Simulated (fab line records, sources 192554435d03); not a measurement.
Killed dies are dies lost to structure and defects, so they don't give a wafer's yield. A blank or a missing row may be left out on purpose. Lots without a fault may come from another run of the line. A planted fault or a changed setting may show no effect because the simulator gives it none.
Which tool did it? | flow n5_finfet | 11 lots, 29 wafers sampled, at 3 steps of a route of 1938

WHAT THE GAUGES READ, wafer by wafer
N5_BEOL_M5_CD_MEAS_28: target cd 30.6 nm, target cd y 20 nm. Usual: cd_nm 30.64 nm, standard deviation 0.29.
lot  | measured     | on        | cd_nm (nm)        | flag
L208 | day 7 18:43  | cd_sem-02 | 30.79 30.60 30.02 |
L209 | day 8 10:15  | cd_sem-01 | 30.70 30.58 30.82 |
L212 | day 9 06:11  | cd_sem-02 | 30.21 29.98 29.95 |
L215 | day 9 14:11  | cd_sem-03 | 30.83 30.56 30.74 |
L218 | day 10 10:36 | cd_sem-01 | 30.81 30.57 30.67 |
L217 | day 10 10:44 | cd_sem-02 | 31.01 31.01       |
L219 | day 10 15:46 | cd_sem-03 | 30.70 30.51       |
L226 | day 12 15:04 | cd_sem-03 | 30.93 30.75       |
L227 | day 12 20:34 | cd_sem-03 | 30.99 30.23 30.54 |
L229 | day 13 15:40 | cd_sem-01 | 30.46 30.45       |
L230 | day 13 22:04 | cd_sem-03 | 31.06 30.44 30.17 |

WHICH TOOL RAN EACH LOT (tool, then ch and the chambers of the sampled wafers, then the start)
lot  | N5_BEOL_M5_ETCH_72                 | N5_BEOL_M5_EXPOSE_25
L208 | rie_diel-04 ch 0,2,3, day 7 17:50  | euv_scanner-01 ch 0, day 7 18:35
L209 | rie_diel-04 ch 0,1,2, day 8 09:25  | euv_scanner-01 ch 0, day 8 10:07
L212 | rie_diel-05 ch 0,1, day 9 04:38    | euv_scanner-01 ch 0, day 9 06:03
L215 | rie_diel-05 ch 1,2, day 9 13:14    | euv_scanner-01 ch 0, day 9 14:03
L218 | rie_diel-03 ch 0,2,3, day 10 09:43 | euv_scanner-02 ch 0, day 10 10:28
L217 | rie_diel-05 ch 2,3, day 10 09:56   | euv_scanner-02 ch 0, day 10 10:35
L219 | rie_diel-05 ch 0,3, day 10 13:01   | euv_scanner-02 ch 0, day 10 15:40
L226 | rie_diel-03 ch 1,2, day 12 12:48   | euv_scanner-02 ch 0, day 12 14:55
L227 | rie_diel-03 ch 2,3, day 12 16:33   | euv_scanner-02 ch 0, day 12 20:26
L229 | rie_diel-03 ch 0,1, day 13 14:49   | euv_scanner-02 ch 0, day 13 15:31
L230 | rie_diel-03 ch 0,1,2, day 13 21:06 | euv_scanner-02 ch 0, day 13 21:56
- N5_BEOL_M5_ETCH_72: etches underlayer in N2/H2, target depth 6.5 nm, time 5.2 s.
- N5_BEOL_M5_EXPOSE_25: exposes mask V4, defocus 10 nm.

WHAT THE TOOLS THEMSELVES READ (means of the sampled wafers that have a number; where no wafer has one, the mark that the record gives instead)
N5_BEOL_M5_ETCH_72. Usual: drypump_motor_current_A 5.6 A, standard deviation 0.52; etch_rf_on_time_s 5.17 s, standard deviation 0.14; oes_product_au 0.68 a.u., standard deviation 0.089; rf_vpp_V 523.7 V, standard deviation 2.9; showerhead_plenum_p_Torr 2.53 Torr, standard deviation 0.096; throttle_valve_pct 17.7 %, standard deviation 0.35.
lot  | tool        | drypump_motor_current_A (A) | etch_rf_on_time_s (s) | oes_product_au (a.u.) | rf_vpp_V (V) | showerhead_plenum_p_Torr (Torr) | throttle_valve_pct (%) | flag
L208 | rie_diel-04 | 5.8                         | 5.11                  | 0.63                  | 522.9        | 2.46                            | 17.9                   |
L209 | rie_diel-04 | 5.5                         | 5.17                  | 0.61                  | 521.1        | 2.45                            | 18.0                   |
L212 | rie_diel-05 | 5.6                         | 5.26                  | 0.70                  | 524.5        | 2.52                            | 17.5                   |
L215 | rie_diel-05 | 5.8                         | 5.43                  | 0.57                  | 521.8        | 2.47                            | 17.8                   |
L218 | rie_diel-03 | 5.9                         | 5.12                  | 0.77                  | 524.0        | 2.53                            | 17.7                   |
L217 | rie_diel-05 | 5.3                         | 5.06                  | 0.70                  | 524.6        | 2.54                            | 17.2                   |
L219 | rie_diel-05 | 5.2                         | 5.13                  | 0.78                  | 523.9        | 2.53                            | 17.1                   |
L226 | rie_diel-03 | 5.8                         | 5.25                  | 0.66                  | 526.7        | 2.65                            | 17.9                   |
L227 | rie_diel-03 | 5.8                         | 5.03                  | 0.72                  | 524.4        | 2.53                            | 17.8                   |
L229 | rie_diel-03 | 5.3                         | 5.04                  | 0.75                  | 524.9        | 2.58                            | 17.9                   |
L230 | rie_diel-03 | 5.7                         | 5.13                  | 0.70                  | 525.8        | 2.59                            | 17.9                   |

N5_BEOL_M5_EXPOSE_25. Usual: exposure_dose_mJ_cm2 52.68, standard deviation 0.056.
lot  | tool           | exposure_dose_mJ_cm2 | flag
L208 | euv_scanner-01 | 52.73                |
L209 | euv_scanner-01 | 52.74                |
L212 | euv_scanner-01 | 52.02                | OFF
L215 | euv_scanner-01 | 52.17                | OFF
L218 | euv_scanner-02 | 52.63                |
L217 | euv_scanner-02 | 52.59                |
L219 | euv_scanner-02 | 52.70                |
L226 | euv_scanner-02 | 52.64                |
L227 | euv_scanner-02 | 52.68                |
L229 | euv_scanner-02 | 52.69                |
L230 | euv_scanner-02 | 52.67                |

THE ANSWER, worked out from the rows above alone
Rule: a lot is off if the mean of its wafers that have a number lies more than 3 standard deviations from the usual mean. A lot without any number at a reading at which 4 lots or more have one is off too. The other lots that the step has rows for count as sound. The gauges are gone through in route order, then the tools' own readings, and for those a lot's mean is taken as printed above. The first step at which some lot is off is used, and at that step the reading that is off furthest; a lot without a number counts as furthest.
Off: L212, L215, at N5_BEOL_M5_EXPOSE_25 (exposure_dose_mJ_cm2).
A tool fits if, at that step or a process step before it, it ran every lot that is off, and no sound lot after the first of them. One fits: euv_scanner-01 at N5_BEOL_M5_EXPOSE_25. Its last sound lot is L209 (day 8 10:07), its first lot that is off L212 (day 9 06:03): a fault that began between those two fits.
The tool's own readings at N5_BEOL_M5_EXPOSE_25 bear it out: on the lots that are off they differ by more than 5 times the standard deviation of the sound lots' means. exposure_dose_mJ_cm2 reads 52.09 there against 52.67 on the sound lots.

WHAT THE SIMULATOR HAD PUT IN
Process parameter drift: euv_scanner-01, from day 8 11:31 on, at N5_BEOL_M5_EXPOSE_25. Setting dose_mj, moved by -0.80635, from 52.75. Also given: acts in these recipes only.
Lots struck among those shown: L212, L215. The rule above found the same.
